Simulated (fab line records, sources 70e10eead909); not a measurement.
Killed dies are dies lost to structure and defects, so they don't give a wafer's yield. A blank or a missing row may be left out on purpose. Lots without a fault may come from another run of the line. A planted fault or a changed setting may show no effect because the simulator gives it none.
fab line records | flow nand_harc
record lots=22 wafers=66 last_day=25
route steps=1159 shown A_STAIRCASE@691 A_SGD_CUT@759
lots that met no fault: from a run of the same line without faults
start_h: hours from the record's first day to the start of the lot's first wafer shown | wait_h: hours since the lot's step before | " the same as in the row above | L1.1+2: a row that stands for several wafers | - no value, or no start given | * or withheld: withheld | < > ~ a bound
route shown NAME@n: a module of which the file shows steps, and the number in the route of the first | usual: mean/standard deviation of fault-free wafers | same: alike in all rows | chamber/n: place in a boat | sites: the reading at each site | _std_site: their standard deviation | _edge_site: outer sites' mean less inner sites' | radius_mm: how far each site lies from the wafer's centre | mask NAME#n: copy n | behind: the tool/chamber that last shaped the wafer | hold: why the lot was held/for how many hours/how that ended | device: the transistor (n, p or np) that didn't switch | end of line: the same wafers' tests at the end of the route | a step without rows: its recipe alone | killed: dies lost to structure and defects at the first sort, not the wafer's yield | map: a wafer's dies, x killed, . not, _ none there
set.NAME: the setting as run; set.NAME@STEP: as run at that earlier step | model.NAME: the simulator's own value behind a step, which no gauge read
steps of the route over a sample of lots; a table a step, a row a wafer
services: from which hour (start_h, from the record's first day; less than 0 if before it) a tool's chamber was out of use, for how many hours, and why
## steps
# step NHARC_A_STAIRCASE_ETCH_453
# recipe target_depth_a=300 overetch_a=30 time_s=16.5 ion_energy_ev=100 cf4_flow_sccm=80 o2_flow_sccm=20 ar_flow_sccm=0 rf_w=300 bias_w=100 chemistry=CF4/O2
# usual drypump_motor_current_A=6.0/0.42 oes_product_au=0.999/0.0074 rf_vpp_V=197.5/1.3 showerhead_plenum_p_Torr=1.33/0.05 throttle_valve_pct=13.398/0.0096
# columns lot.wafer tool chamber start_h wait_h drypump_motor_current_A oes_product_au rf_hours_counter_h rf_vpp_V showerhead_plenum_p_Torr throttle_valve_pct
L075.1 rie_diel-10 3 - - 5.6 1.006 38 198.0 1.36 13.380
L075.3 " 2 " " 5.2 0.996 33 197.9 1.37 13.411
L075.6 " 3 " " 5.6 1.004 - 197.3 1.36 13.399
L074.1 rie_diel-12 3 - - 5.8 0.991 22 198.6 1.39 13.414
L074.2 " 2 " " 6.7 0.989 25 199.1 1.40 13.393
L074.5 " 0 " " 5.8 1.005 - 198.1 1.37 13.398
L079.3 rie_diel-12 3 - - 5.8 0.993 23 198.7 1.39 13.388
L079.4 " 1 " " 6.5 0.987 27 195.7 1.24 13.390
L079.5 " 0 " " 5.8 0.983 - 197.6 1.37 13.373
L076.3 rie_diel-10 1 - - 5.2 0.995 37 196.6 1.26 13.396
L076.2 " 0 " " 5.7 1.000 41 197.1 1.33 13.396
L076.5 " 2 " " 5.2 1.004 - 197.6 1.37 13.400
L080.4 rie_diel-11 2 - - 6.0 1.001 19 197.6 1.34 13.403
L080.1 " 3 " " 6.6 0.993 20 198.9 1.36 13.384
L080.6 " 1 " " 6.1 1.011 - 197.0 1.32 13.390
L081.1 rie_diel-11 3 - - 6.5 1.003 26 197.2 1.36 13.395
L081.6 " 3 " " 6.5 0.995 - 197.9 1.36 13.395
L081.5 " 0 " " 6.1 1.001 - 196.0 1.25 13.404
L082.2 rie_diel-11 0 - - 6.1 1.002 28 196.6 1.25 13.402
L082.4 " 3 " " 6.5 0.996 27 199.7 1.36 13.402
L082.6 " 0 " " 6.1 0.994 - 195.4 1.25 13.408
L083.3 rie_diel-12 1 - - 6.5 1.010 41 195.8 1.24 13.396
L083.1 " 0 " " 5.8 0.997 36 199.3 1.37 13.416
L083.4 " 0 " " 5.8 0.997 - 199.6 1.37 13.396
L084.2 rie_diel-11 1 - - 6.1 1.003 31 197.9 1.32 13.387
L084.3 " 2 " " 6.1 1.010 32 198.6 1.34 13.397
L084.1 " 0 " " 6.1 1.006 33 196.5 1.25 13.404
L085.3 rie_diel-11 0 - - 6.1 0.998 39 195.8 1.25 13.391
L085.1 " 3 " " 6.5 0.998 39 198.2 1.36 13.387
L085.6 " 0 " " 6.1 0.988 - 196.6 1.25 13.396
L086.3 rie_diel-10 1 - - 5.2 0.993 57 195.8 1.26 13.410
L086.4 " 3 " " 5.6 0.997 60 198.4 1.35 13.392
L086.6 " 0 " " 5.7 1.007 - 197.5 1.33 13.392
L087.4 rie_diel-12 1 - - 6.5 1.006 51 195.5 1.24 13.407
L087.5 " 0 " " 5.8 0.987 - 198.7 1.37 13.403
L087.6 " 1 " " 6.5 1.009 - 195.8 1.24 13.404
L088.1 rie_diel-12 2 - - 6.7 1.013 45 199.2 1.40 13.394
L088.3 " 3 " " 5.8 1.010 44 200.0 1.38 13.412
L088.5 " 1 " " 6.5 1.019 - 196.5 1.24 13.392
L090.4 rie_diel-12 1 - - 6.5 0.997 53 193.6 1.24 13.393
L090.1 " 2 " " 6.7 0.998 47 198.1 1.40 13.411
L090.3 " 3 " " 5.8 1.011 46 198.7 1.38 13.394
L089.4 rie_diel-10 3 - - 5.7 0.994 63 198.8 1.35 13.404
L089.2 " 1 " " 5.2 1.010 59 195.5 1.26 13.387
L089.6 " 0 " " 5.8 1.012 - 196.4 1.33 13.412
L091.3 rie_diel-11 2 - - 6.1 1.002 44 198.5 1.34 13.403
L091.2 " 3 " " 6.6 0.994 47 197.6 1.36 13.396
L091.4 " 0 " " 6.1 0.995 47 196.3 1.24 13.384
L093.4 rie_diel-11 3 - - 6.6 1.002 54 196.7 1.36 13.393
L093.2 " 1 " " 6.1 1.000 52 198.2 1.31 13.396
L093.5 " 3 " " 6.6 0.998 - 197.7 1.36 13.382
L092.4 rie_diel-12 2 - - 6.7 1.002 57 199.0 1.39 13.401
L092.3 " 3 " " 5.8 1.008 57 198.6 1.38 13.410
L092.5 " 1 " " 6.5 1.003 - 195.8 1.24 13.402
L094.1 rie_diel-10 2 - - 5.2 0.998 6 197.9 1.36 13.414
L094.3 " 3 " " 5.7 0.990 6 197.3 1.35 13.416
L094.2 " 0 " " 5.8 0.989 5 197.5 1.33 13.418
L095.4 rie_diel-11 1 - - 6.1 1.000 53 196.5 1.31 13.417
L095.3 " 2 " " 6.0 1.005 54 197.9 1.34 13.395
L095.5 " 0 " " 6.1 0.994 - 196.9 1.24 13.393
L096.3 rie_diel-10 3 - - 5.7 0.990 12 196.7 1.35 13.411
L096.4 " 2 " " 5.2 0.995 11 199.1 1.36 13.378
L096.6 " 0 " " 5.7 0.986 - 198.4 1.32 13.395
L097.3 rie_diel-10 2 - - 5.2 0.996 18 199.1 1.36 13.392
L097.5 " 3 " " 5.7 0.984 - 197.2 1.35 13.412
L097.6 " 0 " " 5.8 0.998 - 196.8 1.32 13.383
# step NHARC_A_STAIRCASE_STRIP_476
# recipe time_s=20 o2_flow_sccm=500 ar_flow_sccm=0 bias_w=0 chemistry=O2
# usual drypump_motor_current_A=6.0/0.44 oes_product_au=0.998/0.0082 rf_vpp_V=57.8/0.8 showerhead_plenum_p_Torr=3.51/0.13 throttle_valve_pct=17.036/0.0088
# columns lot.wafer tool chamber start_h wait_h drypump_motor_current_A oes_product_au rf_hours_counter_h rf_vpp_V showerhead_plenum_p_Torr throttle_valve_pct
L075.1 rie_diel-10 0 276.25 0.1 5.8 1.010 39 57.7 3.52 17.027
L075.3 " 2 " " 5.2 1.003 34 58.7 3.61 17.026
L075.6 " 3 " " 5.7 1.009 - 58.8 3.59 17.040
L074.2 rie_diel-10 3 279.50 0.1 5.7 1.008 40 57.6 3.59 17.028
L074.1 " 0 " " 5.7 1.005 41 56.6 3.52 17.048
L074.5 " 3 " " 5.7 1.016 - 58.2 3.59 17.033
L079.4 rie_diel-12 1 284.36 0.1 6.5 1.002 28 57.8 3.30 17.044
L079.3 " 2 " " 6.7 1.006 27 58.0 3.69 17.019
L079.5 " 3 " " 5.8 0.991 - 58.9 3.66 17.020
L076.2 rie_diel-12 3 287.46 0.1 5.8 0.996 25 58.0 3.66 17.030
L076.3 " 0 " " 5.8 0.986 24 57.6 3.62 17.037
L076.5 " 3 " " 5.8 0.992 - 57.3 3.66 17.036
L080.4 rie_diel-11 1 294.41 1.6 6.1 1.010 22 57.4 3.48 17.046
L080.1 " 3 " " 6.6 0.998 23 56.6 3.60 17.038
L080.6 " 0 " " 6.1 0.997 - 57.1 3.31 17.043
L081.1 rie_diel-11 1 303.52 0.1 6.1 1.005 26 58.0 3.48 17.021
L081.6 " 3 " " 6.6 0.998 - 58.3 3.60 17.030
L081.5 " 0 " " 6.1 0.998 - 58.4 3.31 17.041
L082.2 rie_diel-12 0 311.68 0.2 5.8 0.986 31 56.8 3.62 17.042
L082.6 " 0 " " 5.8 0.986 - 58.0 3.62 17.032
L082.4 " 1 " " 6.5 0.990 - 56.9 3.29 17.029
L083.1 rie_diel-12 1 321.94 0.2 6.5 1.013 44 57.9 3.29 17.025
L083.3 " 0 " " 5.8 0.992 39 58.1 3.61 17.028
L083.4 " 0 " " 5.8 0.998 - 57.2 3.61 17.019
L084.3 rie_diel-11 2 324.23 0.1 6.0 1.007 34 56.3 3.54 17.035
L084.2 " 3 " " 6.6 1.001 38 56.7 3.59 17.047
L084.1 " 0 " " 6.1 1.002 37 57.5 3.30 17.032
L085.1 rie_diel-12 1 334.40 0.1 6.5 1.004 49 57.4 3.29 17.031
L085.3 " 2 " " 6.7 1.005 42 57.5 3.68 17.037
L085.6 " 1 " " 6.5 1.004 - 56.8 3.29 17.034
L087.4 rie_diel-10 3 348.63 0.1 5.7 1.001 63 57.8 3.58 17.032
L087.5 " 0 " " 5.7 1.000 - 57.8 3.51 17.012
L087.6 " 1 " " 5.2 0.983 - 58.6 3.34 17.030
L086.3 rie_diel-12 3 349.53 0.1 5.8 1.008 47 58.6 3.65 17.042
L086.4 " 2 " " 6.7 1.012 47 59.5 3.68 17.028
L086.6 " 0 " " 5.9 0.997 - 58.3 3.61 17.051
L088.1 rie_diel-11 3 350.06 0.1 6.5 1.000 46 57.2 3.59 17.041
L088.3 " 1 " " 6.1 1.004 42 57.4 3.47 17.030
L088.5 " 3 " " 6.6 1.012 - 57.5 3.59 17.035
L089.4 rie_diel-11 1 352.56 0.1 6.1 0.992 43 58.3 3.47 17.036
L089.2 " 3 " " 6.6 0.995 47 57.3 3.59 17.037
L089.6 " 2 " " 6.0 0.993 - 58.2 3.54 17.031
L090.3 rie_diel-12 0 353.63 0.2 5.9 0.979 47 57.7 3.61 17.027
L090.1 " 2 " " 6.7 0.987 48 56.8 3.68 17.033
L090.4 " 3 " " 5.8 0.994 48 58.3 3.64 17.048
L091.3 rie_diel-11 1 357.53 0.1 6.2 1.005 45 56.7 3.47 17.039
L091.4 " 2 " " 6.1 1.013 46 58.8 3.54 17.044
L091.2 " 3 " " 6.6 1.002 49 59.4 3.59 17.025
L093.2 rie_diel-11 1 375.37 0.2 6.1 0.997 52 59.7 3.47 17.032
L093.4 " 2 " " 6.1 1.006 53 58.7 3.53 17.053
L093.5 " 1 " " 6.1 0.998 - 58.1 3.47 17.036
L092.3 rie_diel-11 3 376.65 0.1 6.6 0.997 55 58.0 3.58 17.019
L092.4 " 1 " " 6.1 1.003 52 56.7 3.47 17.034
L092.5 " 0 " " 6.1 1.001 - 56.8 3.29 17.041
L094.3 rie_diel-10 2 388.03 2.2 5.2 0.992 11 59.3 3.59 17.046
L094.1 " 3 " " 5.7 0.986 11 55.9 3.57 17.043
L094.2 " 0 " " 5.8 0.998 9 57.0 3.50 17.035
L095.4 rie_diel-10 0 388.67 0.6 5.8 0.979 10 57.9 3.50 17.018
L095.3 " 1 " " 5.2 0.983 9 58.3 3.33 17.025
L095.5 " 2 " " 5.2 0.984 - 58.0 3.59 17.042
L096.4 rie_diel-11 1 392.73 0.1 6.1 0.993 60 57.9 3.46 17.042
L096.3 " 0 " " 6.1 0.997 62 56.8 3.29 17.036
L096.6 " 1 " " 6.1 0.991 - 58.7 3.46 17.034
L097.3 rie_diel-10 2 417.64 0.1 5.2 0.991 19 59.0 3.58 17.038
L097.6 " 0 " " 5.7 0.990 - 57.0 3.50 17.031
L097.5 " 1 " " 5.2 0.993 - 56.6 3.33 17.031
# step NHARC_A_STAIRCASE_DEP_417
# recipe target_thk_a=600 step_coverage_pct=20 temp_c=400 target_thk_nm=60 flow_sccm=200 rf_w=450 material=Si3N4
# usual heater_power_w=741/96 showerhead_vpp_V=1315/68 susceptor_temp_C=399.99/0.24
# columns lot.wafer tool chamber start_h wait_h heater_power_w showerhead_vpp_V susceptor_temp_C
L075.1 pecvd-02 1 276.40 - 588 1342 399.73
L075.3 " 2 " " 734 1326 400.18
L075.6 " 1 " " 597 1350 399.79
L074.1 pecvd-02 1 279.65 - 707 1320 399.94
L074.2 " 2 " " 697 1345 399.52
L074.5 " 2 " " 712 1365 399.22
L079.3 pecvd-03 0 284.45 - 707 1200 399.79
L079.5 " 0 " " 696 1209 399.62
L079.4 " 1 " " 774 1193 400.31
L076.2 pecvd-02 0 287.55 - 635 1244 399.75
L076.3 " 1 " " 707 1338 400.18
L076.5 " 0 " " 663 1245 400.07
L080.1 pecvd-04 0 294.68 - 814 1279 399.97
L080.4 " 0 " " 807 1306 400.19
L080.6 " 2 " " 841 1359 399.91
L081.1 pecvd-02 2 303.62 - 768 1331 399.93
L081.6 " 0 " " 636 1252 400.27
L081.5 " 1 " " 630 1315 399.67
L082.2 pecvd-02 2 311.86 - 658 1339 399.77
L082.6 " 1 " " 678 1309 400.18
L082.4 " 2 " " 657 1340 400.29
L083.3 pecvd-02 1 322.04 - 625 1345 399.97
L083.1 " 0 " " 613 1249 399.86
L083.4 " 1 " " 631 1335 399.98
L084.1 pecvd-04 2 324.34 - 899 1384 399.90
L084.2 " 0 " " 935 1280 399.93
L084.3 " 1 " " 761 1410 399.95
L085.3 pecvd-04 1 334.55 - 819 1411 400.14
L085.1 " 2 " " 765 1365 400.30
L085.6 " 2 " " 748 1378 400.32
L087.6 pecvd-02 0 348.85 - 615 1255 400.35
L087.5 " 1 " " 819 1341 400.16
L087.4 " 2 " " 653 1319 400.11
L086.3 pecvd-03 2 349.71 - 744 1311 400.28
L086.6 " 1 " " 800 1195 399.80
L086.4 " 2 " " 774 1289 399.88
L088.3 pecvd-03 0 350.15 - 690 1228 399.77
L088.1 " 2 " " 802 1285 400.25
L088.5 " 2 " " 828 1299 399.86
L089.2 pecvd-02 1 352.69 - 693 1336 400.05
L089.4 " 1 " " 694 1326 400.32
L089.6 " 0 " " 669 1235 399.88
L090.3 pecvd-02 0 353.77 - 671 1251 399.50
L090.1 " 1 " " 794 1338 399.96
L090.4 " 2 " " 578 1351 399.86
L091.2 pecvd-04 0 357.62 - 850 1278 399.99
L091.3 " 1 " " 741 1439 400.13
L091.4 " 0 " " 844 1266 399.93
L093.2 pecvd-02 1 376.03 - 821 1315 400.05
L093.4 " 0 " " 651 1250 399.87
L093.5 " 2 " " 621 1374 400.08
L092.3 pecvd-02 2 376.83 - 605 1323 400.23
L092.5 " 1 " " 782 1331 399.69
L092.4 " 2 " " 600 1338 400.36
L094.1 pecvd-03 0 388.57 - 606 1209 400.42
L094.2 " 1 " " 867 1203 400.09
L094.3 " 2 " " 789 1314 400.14
L095.3 pecvd-02 1 388.84 - 741 1331 400.20
L095.5 " 1 " " 737 1325 399.89
L095.4 " 0 " " 658 1233 400.32
L096.3 pecvd-04 1 392.92 - 812 1433 399.77
L096.6 " 2 " " 744 1363 399.97
L096.4 " 1 " " 816 1459 400.21
L097.3 pecvd-04 1 417.78 - 850 1428 400.37
L097.5 " 1 " " 871 1426 399.80
L097.6 " 2 " " 877 1374 400.10
# step NHARC_A_STAIRCASE_DESCUM_443
# recipe time_s=3 o2_flow_sccm=200 ar_flow_sccm=0 bias_power_w=0 chemistry=O2
# usual drypump_motor_current_A=6.0/0.43 oes_product_au=1.000/0.008 rf_vpp_V=57.9/0.91 showerhead_plenum_p_Torr=1.92/0.079 throttle_valve_pct=11.311/0.0085
# columns lot.wafer tool chamber start_h wait_h drypump_motor_current_A oes_product_au rf_hours_counter_h rf_vpp_V showerhead_plenum_p_Torr throttle_valve_pct
L075.1 rie_diel-11 2 310.67 - 6.1 1.012 27 57.0 1.92 11.299
L075.3 " 0 " " 6.1 1.005 28 59.2 1.79 11.296
L075.6 " 1 " " 6.1 1.013 - 57.0 1.89 11.309
L074.1 rie_diel-11 3 315.24 - 6.6 1.004 31 58.7 1.95 11.315
L074.2 " 0 " " 6.1 1.006 32 57.1 1.78 11.317
L074.5 " 1 " " 6.1 1.005 - 57.5 1.88 11.306
L076.2 rie_diel-12 0 319.35 - 5.9 0.997 37 58.7 1.96 11.304
L076.3 " 1 " " 6.5 1.003 42 57.1 1.77 11.293
L076.5 " 0 " " 5.9 0.995 - 57.0 1.96 11.319
L079.3 rie_diel-11 3 319.52 - 6.6 0.998 34 57.3 1.95 11.315
L079.4 " 1 " " 6.1 1.002 32 57.3 1.88 11.312
L079.5 " 3 " " 6.6 0.998 - 57.4 1.95 11.319
L080.1 rie_diel-10 2 333.37 - 5.2 1.003 53 59.5 1.95 11.307
L080.4 " 3 " " 5.7 1.015 58 57.6 1.94 11.301
L080.6 " 3 " " 5.7 1.015 - 57.3 1.94 11.319
L081.1 rie_diel-11 1 338.83 - 6.1 1.014 39 57.8 1.88 11.320
L081.6 " 3 " " 6.5 1.006 - 57.8 1.95 11.307
L081.5 " 0 " " 6.1 0.997 - 55.2 1.78 11.304
L082.2 rie_diel-12 3 355.89 - 5.8 1.002 49 58.3 1.98 11.311
L082.4 " 0 " " 5.8 1.004 48 57.6 1.96 11.326
L082.6 " 0 " " 5.8 0.995 - 56.5 1.96 11.307
L083.1 rie_diel-11 3 361.95 - 6.6 0.999 51 59.3 1.95 11.312
L083.4 " 0 " " 6.1 1.006 50 58.2 1.78 11.312
L083.3 " 1 " " 6.1 1.002 47 58.4 1.88 11.304
L084.3 rie_diel-12 0 362.29 - 5.8 0.992 51 58.8 1.96 11.328
L084.2 " 2 " " 6.7 0.992 53 58.8 2.00 11.311
L084.1 " 3 " " 5.8 1.003 53 57.7 1.98 11.310
L085.1 rie_diel-10 1 373.84 - 5.2 0.993 3 57.8 1.80 11.308
L085.3 " 3 " " 5.7 0.995 3 57.4 1.94 11.322
L085.6 " 1 " " 5.2 0.997 - 59.4 1.80 11.310
L088.1 rie_diel-10 3 384.01 - 5.7 0.994 7 57.6 1.94 11.316
L088.3 " 2 " " 5.2 0.999 7 57.0 1.95 11.316
L088.5 " 0 " " 5.7 1.000 - 58.0 1.90 11.300
L089.4 rie_diel-11 0 384.05 - 6.1 1.006 56 57.1 1.78 11.313
L089.2 " 3 " " 6.6 0.982 57 58.8 1.94 11.310
L089.6 " 0 " " 6.1 1.007 - 57.8 1.78 11.302
L090.1 rie_diel-11 0 384.11 - 6.1 1.007 56 58.1 1.78 11.310
L090.3 " 1 " " 6.1 1.005 54 57.0 1.88 11.309
L090.4 " 2 " " 6.1 0.998 55 57.0 1.92 11.312
L087.4 rie_diel-11 3 384.16 - 6.6 1.000 57 57.0 1.94 11.317
L087.5 " 3 " " 6.6 1.001 - 59.4 1.94 11.308
L087.6 " 0 " " 6.1 1.005 - 59.3 1.78 11.303
L086.3 rie_diel-10 0 385.58 - 5.7 0.993 8 59.7 1.90 11.301
L086.4 " 2 " " 5.2 0.985 8 57.3 1.95 11.318
L086.6 " 0 " " 5.7 0.990 - 57.9 1.90 11.313
L091.4 rie_diel-12 0 404.75 - 5.8 0.995 5 58.9 1.95 11.322
L091.3 " 1 " " 6.5 0.997 6 58.3 2.07 11.298
L091.2 " 2 " " 6.7 0.987 6 58.6 2.00 11.302
L092.4 rie_diel-12 1 416.26 - 6.5 1.000 9 58.6 2.07 11.310
L092.3 " 2 " " 6.7 0.978 9 57.3 2.00 11.320
L092.5 " 0 " " 5.8 0.988 - 58.3 1.95 11.313
L093.2 rie_diel-11 2 416.44 - 6.1 0.995 2 58.6 1.91 11.313
L093.4 " 3 " " 6.5 1.006 2 57.9 1.94 11.337
L093.5 " 1 " " 6.1 1.003 - 59.7 1.87 11.318
L095.3 rie_diel-11 2 432.30 - 6.0 0.992 8 57.5 1.91 11.315
L095.4 " 2 " " 6.0 0.988 - 57.2 1.91 11.314
L095.5 " 0 " " 6.1 0.999 - 58.2 2.07 11.311
L094.1 rie_diel-10 1 432.34 - 5.2 0.987 20 57.2 1.80 11.300
L094.2 " 2 " " 5.2 0.990 22 58.5 1.94 11.313
L094.3 " 3 " " 5.6 0.988 23 57.8 1.93 11.317
L096.4 rie_diel-12 0 432.51 - 5.8 0.990 14 57.8 1.95 11.304
L096.3 " 1 " " 6.5 1.003 12 59.4 2.07 11.317
L096.6 " 2 " " 6.7 0.986 - 57.0 1.99 11.321
L097.3 rie_diel-11 2 457.34 - 6.1 0.999 17 56.3 1.91 11.303
L097.6 " 1 " " 6.1 0.988 - 58.3 1.87 11.311
L097.5 " 2 " " 6.0 1.001 - 59.4 1.91 11.306
# step NHARC_A_SGD_CUT_OVL_MEAS_10
# usual overlay_x_nm=-0.3/0.95 overlay_y_nm=0.1/0.77
# columns lot.wafer tool chamber start_h wait_h overlay_x_nm overlay_y_nm
L075.1 overlay-02 - 316.74 - -0.3 0.1
L075.3 " - " " -0.4 -0.8
L075.6 " - " " -0.4 0.1
L074.1 overlay-01 - 320.98 - -0.8 -0.7
L074.2 " - " " -1.0 -0.2
L074.5 " - " " -1.1 -0.7
L079.3 overlay-02 - 325.52 - 0.6 1.9
L079.4 " - " " 0.3 1.5
L079.5 " - " " 0.0 1.1
L076.2 overlay-01 - 325.77 - 0.6 -0.3
L076.3 " - " " 0.2 -0.2
L076.5 " - " " 0.6 0.4
L080.1 overlay-01 - 339.17 - -0.3 -0.8
L080.4 " - " " -0.1 -0.6
L080.6 " - " " -0.9 -0.2
L081.1 overlay-01 - 344.51 - -0.6 -0.1
L081.5 " - " " -0.5 0.3
L081.6 " - " " 0.2 0.8
L082.2 overlay-02 - 361.86 - 0.2 0.2
L082.4 " - " " 0.2 0.6
L082.6 " - " " 0.5 0.9
L083.1 overlay-01 - 367.65 - 2.1 -0.8
L083.3 " - " " 2.2 -0.2
L083.4 " - " " 1.6 -0.7
L084.1 overlay-02 - 368.08 - -0.2 -0.2
L084.2 " - " " 0.1 -0.4
L084.3 " - " " -0.3 -0.6
L085.1 overlay-02 - 379.65 - -1.2 -0.4
L085.3 " - " " -0.9 -0.2
L085.6 " - " " -1.1 -0.4
L088.1 overlay-01 - 390.52 - -0.1 0.4
L088.3 " - " " -0.9 0.6
L088.5 " - " " -0.4 0.4
L089.2 overlay-01 - 390.71 - -2.4 0.1
L089.4 " - " " -2.8 0.5
L089.6 " - " " -3.2 0.6
L090.1 overlay-02 - 391.57 - -0.6 0.1
L090.3 " - " " -0.1 -0.1
L090.4 " - " " 0.0 -0.3
L086.3 overlay-01 - 391.73 - 0.8 -0.7
L086.4 " - " " 0.8 -0.5
L086.6 " - " " 0.8 -1.1
L087.4 overlay-01 - 393.03 - 0.6 0.4
L087.5 " - " " 0.4 0.8
L087.6 " - " " 0.7 0.6
L091.2 overlay-01 - 410.63 - -0.4 1.9
L091.3 " - " " -1.1 1.2
L091.4 " - " " -0.9 1.3
L092.3 overlay-01 - 422.34 - -1.3 -0.5
L092.4 " - " " -1.7 -1.0
L092.5 " - " " -1.6 0.2
L093.2 overlay-01 - 422.53 - 0.6 0.4
L093.4 " - " " 0.1 0.0
L093.5 " - " " 0.1 -0.1
L094.1 overlay-02 - 438.91 - -1.0 -1.6
L094.2 " - " " -1.2 -1.1
L094.3 " - " " -1.0 -0.8
L095.3 overlay-01 - 439.25 - -0.3 -0.7
L095.4 " - " " 0.9 0.0
L095.5 " - " " 0.4 -0.6
L096.3 overlay-01 - 439.41 - 0.0 -1.1
L096.4 " - " " 0.1 -0.2
L096.6 " - " " 0.1 -0.1
L097.3 overlay-01 - 463.73 - -0.3 1.6
L097.5 " - " " -0.2 1.1
L097.6 " - " " -0.4 1.4
# step NHARC_A_SGD_CUT_ETCH_15
# recipe target_depth_a=750 time_s=64.3 ch3f_flow_sccm=50 o2_flow_sccm=30 ar_flow_sccm=200 rf_w=500 bias_w=100 chemistry=CH3F/O2
# usual drypump_motor_current_A=5.9/0.45 oes_product_au=0.963/0.018 rf_vpp_V=263.9/1.9 showerhead_plenum_p_Torr=2.46/0.11 throttle_valve_pct=20.663/0.0095
# columns lot.wafer tool chamber start_h wait_h drypump_motor_current_A oes_product_au rf_hours_counter_h rf_vpp_V showerhead_plenum_p_Torr throttle_valve_pct
L075.1 rie_diel-04 2 - - 5.8 0.985 1 263.0 2.30 20.674
L075.3 " 1 " " 5.2 0.969 2 263.3 2.48 20.659
L075.6 " 2 " " 5.9 0.987 - 262.9 2.30 20.657
L074.1 rie_diel-13 3 - - 6.6 0.964 3 262.9 2.45 20.663
L074.2 " 1 " " 5.6 0.968 3 263.8 2.44 20.664
L074.5 " 3 " " 6.6 0.971 - 263.2 2.45 20.677
L079.4 rie_diel-13 3 - - 6.6 0.981 4 265.0 2.45 20.672
L079.3 " 0 " " 5.5 0.949 4 264.1 2.47 20.670
L079.5 " 2 " " 5.8 0.975 - 265.4 2.59 20.669
L076.3 rie_diel-04 2 - - 5.8 0.998 2 260.3 2.30 20.668
L076.2 " 0 " " 6.6 0.949 3 261.0 2.29 20.664
L076.5 " 1 " " 5.2 0.985 - 264.3 2.47 20.679
L080.1 rie_diel-04 1 - - 5.2 0.987 5 264.0 2.47 20.679
L080.4 " 3 " " 5.1 0.954 5 263.3 2.35 20.673
L080.6 " 1 " " 5.2 0.987 - 263.2 2.47 20.679
L081.1 rie_diel-13 1 - - 5.6 0.950 6 263.9 2.44 20.650
L081.6 " 3 " " 6.6 0.978 - 263.1 2.45 20.666
L081.5 " 0 " " 5.5 0.964 - 265.0 2.46 20.660
L082.4 rie_diel-02 1 - - 6.1 0.927 2 267.1 2.62 20.662
L082.2 " 3 " " 6.1 0.929 2 263.0 2.50 20.668
L082.6 " 1 " " 6.1 0.927 - 265.6 2.63 20.662
L083.4 rie_diel-04 0 - - 6.6 0.952 8 261.9 2.29 20.654
L083.3 " 2 " " 5.9 1.010 7 260.8 2.29 20.647
L083.1 " 3 " " 5.1 0.978 8 262.2 2.35 20.659
L084.1 rie_diel-02 3 - - 6.1 0.956 2 264.7 2.50 20.667
L084.2 " 0 " " 5.7 0.961 3 265.3 2.62 20.660
L084.3 " 1 " " 6.1 0.969 3 266.1 2.62 20.658
L085.3 rie_diel-02 1 - - 6.1 0.974 4 266.3 2.62 20.654
L085.1 " 3 " " 6.1 0.962 4 264.4 2.50 20.664
L085.6 " 0 " " 5.7 0.977 - 266.8 2.62 20.666
L088.1 rie_diel-02 1 - - 6.1 0.953 5 266.5 2.62 20.650
L088.3 " 3 " " 6.1 0.941 5 264.9 2.50 20.663
L088.5 " 1 " " 6.1 0.933 - 266.0 2.62 20.674
L089.2 rie_diel-04 0 - - 6.6 0.959 10 261.1 2.29 20.671
L089.4 " 1 " " 5.2 0.974 7 266.0 2.47 20.670
L089.6 " 2 " " 5.9 0.982 - 261.5 2.29 20.662
L090.1 rie_diel-13 2 - - 5.7 0.973 8 264.9 2.58 20.673
L090.3 " 3 " " 6.6 0.972 8 262.7 2.45 20.678
L090.4 " 0 " " 5.5 0.957 9 263.3 2.46 20.669
L086.3 rie_diel-02 2 - - 5.9 0.943 5 262.8 2.40 20.662
L086.4 " 3 " " 6.1 0.958 5 264.7 2.50 20.656
L086.6 " 0 " " 5.7 0.959 - 266.0 2.62 20.675
L087.4 rie_diel-02 3 - - 6.1 0.979 6 266.2 2.50 20.655
L087.6 " 2 " " 5.9 0.970 - 264.8 2.40 20.661
L087.5 " 3 " " 6.1 0.969 - 263.8 2.50 20.660
L091.3 rie_diel-04 0 - - 6.6 0.964 12 261.6 2.28 20.658
L091.4 " 1 " " 5.2 0.959 10 264.8 2.47 20.659
L091.2 " 2 " " 5.8 0.968 12 260.7 2.29 20.667
L092.3 rie_diel-04 1 - - 5.2 0.948 11 264.9 2.47 20.674
L092.4 " 2 " " 5.8 0.967 12 260.4 2.29 20.665
L092.5 " 0 " " 6.6 0.936 - 261.5 2.28 20.673
L093.4 rie_diel-13 3 - - 6.6 0.976 10 264.8 2.45 20.648
L093.2 " 2 " " 5.8 0.978 10 265.3 2.58 20.662
L093.5 " 0 " " 5.5 0.949 - 263.3 2.46 20.660
L094.1 rie_diel-02 1 - - 6.1 0.947 12 264.9 2.62 20.662
L094.2 " 3 " " 6.1 0.943 11 263.4 2.50 20.672
L094.3 " 0 " " 5.7 0.955 12 267.4 2.62 20.666
L095.4 rie_diel-04 2 - - 5.9 0.993 14 262.1 2.29 20.692
L095.3 " 3 " " 5.1 0.964 15 261.9 2.34 20.649
L095.5 " 1 " " 5.2 0.962 - 264.7 2.47 20.677
L096.4 rie_diel-13 1 - - 5.5 0.960 13 263.4 2.44 20.654
L096.3 " 3 " " 6.6 0.980 11 264.8 2.45 20.665
L096.6 " 1 " " 5.6 0.949 - 265.2 2.44 20.663
L097.3 rie_diel-13 1 - - 5.6 0.989 0 263.1 2.44 20.642
L097.6 " 2 " " 5.7 0.989 - 265.6 2.58 20.674
L097.5 " 3 " " 6.6 0.971 - 263.3 2.45 20.657
## services
# columns tool chamber start_h hours kind
pecvd-04 0 261.68 21.4 repair
rie_diel-12 0 264.66 8.8 repair
rie_diel-12 3 265.34 5.5 repair
rie_diel-10 1 273.55 9.4 repair
rie_diel-04 - 273.86 0.8 repair
rie_diel-13 - 276.00 9.0 pm
pecvd-04 - 279.70 0.6 repair
rie_diel-04 - 288.90 9.0 pm
rie_diel-12 3 307.51 4.4 repair
rie_diel-04 2 307.81 6.9 repair
rie_diel-13 3 308.67 4.1 repair
rie_diel-13 1 311.14 5.9 repair
rie_diel-02 - 327.70 9.0 pm
rie_diel-13 - 329.72 0.2 repair
rie_diel-12 3 331.57 3.6 repair
pecvd-02 - 334.44 13.0 pm
rie_diel-04 1 341.26 19.7 repair
rie_diel-04 1 370.41 8.1 repair
pecvd-04 0 371.29 4.1 repair
rie_diel-12 - 379.62 9.0 pm
rie_diel-02 1 384.18 3.1 repair
rie_diel-11 - 398.65 9.0 pm
rie_diel-11 3 429.84 5.1 repair
rie_diel-13 - 453.00 9.0 pm
## key
fault none
